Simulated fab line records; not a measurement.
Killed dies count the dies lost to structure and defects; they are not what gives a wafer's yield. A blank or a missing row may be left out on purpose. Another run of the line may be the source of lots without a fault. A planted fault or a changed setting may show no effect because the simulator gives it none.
Chamber matching || flow n5Finfet || N5_BEOL_M0_SAQP_STRIP_108 on rieDiel-04: 4 sister chambers
The step strips in N2/H2. 18 wafers are shown with their chamber, then 9 later ones without.

== WAFERS PAIRED WITH THEIR CHAMBERS ==
{"wafer": "L074.3", "chamber": 1, "showerheadPlenumPTorr (Torr)": 3.31, "drypumpMotorCurrentA (A)": 6.1, "throttleValvePct (%)": 18.9}
{"wafer": "L074.5", "chamber": 0, "showerheadPlenumPTorr (Torr)": 3.22, "drypumpMotorCurrentA (A)": 4.7, "throttleValvePct (%)": 19.8}
{"wafer": "L074.6", "chamber": 1, "showerheadPlenumPTorr (Torr)": 3.31, "drypumpMotorCurrentA (A)": 6.1, "throttleValvePct (%)": 18.9}
{"wafer": "L080.1", "chamber": 1, "showerheadPlenumPTorr (Torr)": 3.30, "drypumpMotorCurrentA (A)": 6.1, "throttleValvePct (%)": 18.9}
{"wafer": "L080.2", "chamber": 2, "showerheadPlenumPTorr (Torr)": 3.48, "drypumpMotorCurrentA (A)": 5.8, "throttleValvePct (%)": 18.4}
{"wafer": "L080.4", "chamber": 1, "showerheadPlenumPTorr (Torr)": 3.30, "drypumpMotorCurrentA (A)": 6.1, "throttleValvePct (%)": 18.9}
{"wafer": "L087.3", "chamber": 3, "showerheadPlenumPTorr (Torr)": 3.31, "drypumpMotorCurrentA (A)": 6.0, "throttleValvePct (%)": 19.1}
{"wafer": "L087.4", "chamber": 1, "showerheadPlenumPTorr (Torr)": 3.30, "drypumpMotorCurrentA (A)": 6.1, "throttleValvePct (%)": 18.5}
{"wafer": "L087.5", "chamber": 0, "showerheadPlenumPTorr (Torr)": 3.20, "drypumpMotorCurrentA (A)": 4.7, "throttleValvePct (%)": 19.8}
{"wafer": "L088.1", "chamber": 3, "showerheadPlenumPTorr (Torr)": 3.31, "drypumpMotorCurrentA (A)": 5.9, "throttleValvePct (%)": 19.2}
{"wafer": "L088.3", "chamber": 0, "showerheadPlenumPTorr (Torr)": 3.20, "drypumpMotorCurrentA (A)": 4.7, "throttleValvePct (%)": 19.8}
{"wafer": "L088.5", "chamber": 0, "showerheadPlenumPTorr (Torr)": 3.20, "drypumpMotorCurrentA (A)": 4.7, "throttleValvePct (%)": 19.8}
{"wafer": "L090.2", "chamber": 0, "showerheadPlenumPTorr (Torr)": 3.20, "drypumpMotorCurrentA (A)": 4.7, "throttleValvePct (%)": 19.8}
{"wafer": "L090.5", "chamber": 0, "showerheadPlenumPTorr (Torr)": 3.20, "drypumpMotorCurrentA (A)": 4.7, "throttleValvePct (%)": 19.8}
{"wafer": "L090.6", "chamber": 3, "showerheadPlenumPTorr (Torr)": 3.31, "drypumpMotorCurrentA (A)": 5.9, "throttleValvePct (%)": 19.2}
{"wafer": "L091.1", "chamber": 2, "showerheadPlenumPTorr (Torr)": 3.47, "drypumpMotorCurrentA (A)": 5.7, "throttleValvePct (%)": 18.4}
{"wafer": "L091.2", "chamber": 1, "showerheadPlenumPTorr (Torr)": 3.30, "drypumpMotorCurrentA (A)": 6.1, "throttleValvePct (%)": 18.5}
{"wafer": "L091.6", "chamber": 1, "showerheadPlenumPTorr (Torr)": 3.30, "drypumpMotorCurrentA (A)": 6.1, "throttleValvePct (%)": 18.5}

SIGNATURES, as means of the wafers listed above
{"reading": "showerheadPlenumPTorr", "chamber 0": 3.2033, "chamber 1": 3.3029, "chamber 2": 3.4750, "chamber 3": 3.3100, "scatter within a chamber": 0.00613}
{"reading": "drypumpMotorCurrentA", "chamber 0": 4.700, "chamber 1": 6.100, "chamber 2": 5.750, "chamber 3": 5.933, "scatter within a chamber": 0.0289}
{"reading": "throttleValvePct", "chamber 0": 19.800, "chamber 1": 18.729, "chamber 2": 18.400, "chamber 3": 19.167, "scatter within a chamber": 0.142}
Rule: a wafer lies at a distance from a chamber equal to the root of the sum of squares, over the readings, of (its reading less the chamber's mean, divided by the reading's scatter). The wafer belongs to the nearest chamber; if the next one is less than 2 further off, it can't be placed. How the scatter is found: for the shown wafers, subtract from each reading the mean of its chamber, square and add these, divide the total by (wafers less chambers), then take the root.

== WAFERS WITH NO CHAMBER GIVEN ==
{"wafer": "L094.1", "showerheadPlenumPTorr (Torr)": 3.47, "drypumpMotorCurrentA (A)": 5.8, "throttleValvePct (%)": 18.4}
{"wafer": "L094.2", "showerheadPlenumPTorr (Torr)": 3.31, "drypumpMotorCurrentA (A)": 6.0, "throttleValvePct (%)": 19.2}
{"wafer": "L094.3", "showerheadPlenumPTorr (Torr)": 3.29, "drypumpMotorCurrentA (A)": 6.0, "throttleValvePct (%)": 18.5}
{"wafer": "L096.2", "showerheadPlenumPTorr (Torr)": 3.31, "drypumpMotorCurrentA (A)": 5.9, "throttleValvePct (%)": 19.2}
{"wafer": "L096.4", "showerheadPlenumPTorr (Torr)": 3.19, "drypumpMotorCurrentA (A)": 4.7, "throttleValvePct (%)": 19.9}
{"wafer": "L096.5", "showerheadPlenumPTorr (Torr)": 3.31, "drypumpMotorCurrentA (A)": 5.9, "throttleValvePct (%)": 19.2}
{"wafer": "L097.1", "showerheadPlenumPTorr (Torr)": 3.29, "drypumpMotorCurrentA (A)": 6.1, "throttleValvePct (%)": 18.5}
{"wafer": "L097.3", "showerheadPlenumPTorr (Torr)": 3.31, "drypumpMotorCurrentA (A)": 5.9, "throttleValvePct (%)": 19.2}
{"wafer": "L097.5", "showerheadPlenumPTorr (Torr)": 3.29, "drypumpMotorCurrentA (A)": 6.1, "throttleValvePct (%)": 18.5}

== WHICH CHAMBER EACH ONE RAN IN ==
{"wafer": "L094.1", "from the rows above": 2, "in truth": 2}
{"wafer": "L094.2", "from the rows above": 3, "in truth": 3}
{"wafer": "L094.3", "from the rows above": "can't be placed: 1 or 3", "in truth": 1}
{"wafer": "L096.2", "from the rows above": 3, "in truth": 3}
{"wafer": "L096.4", "from the rows above": 0, "in truth": 0}
{"wafer": "L096.5", "from the rows above": 3, "in truth": 3}
{"wafer": "L097.1", "from the rows above": 1, "in truth": 1}
{"wafer": "L097.3", "from the rows above": 3, "in truth": 3}
{"wafer": "L097.5", "from the rows above": 1, "in truth": 1}
Placed correctly: 8 of 9. These rows do not allow placing 1 (true chamber among the candidates in 1). Placed wrongly: 0.
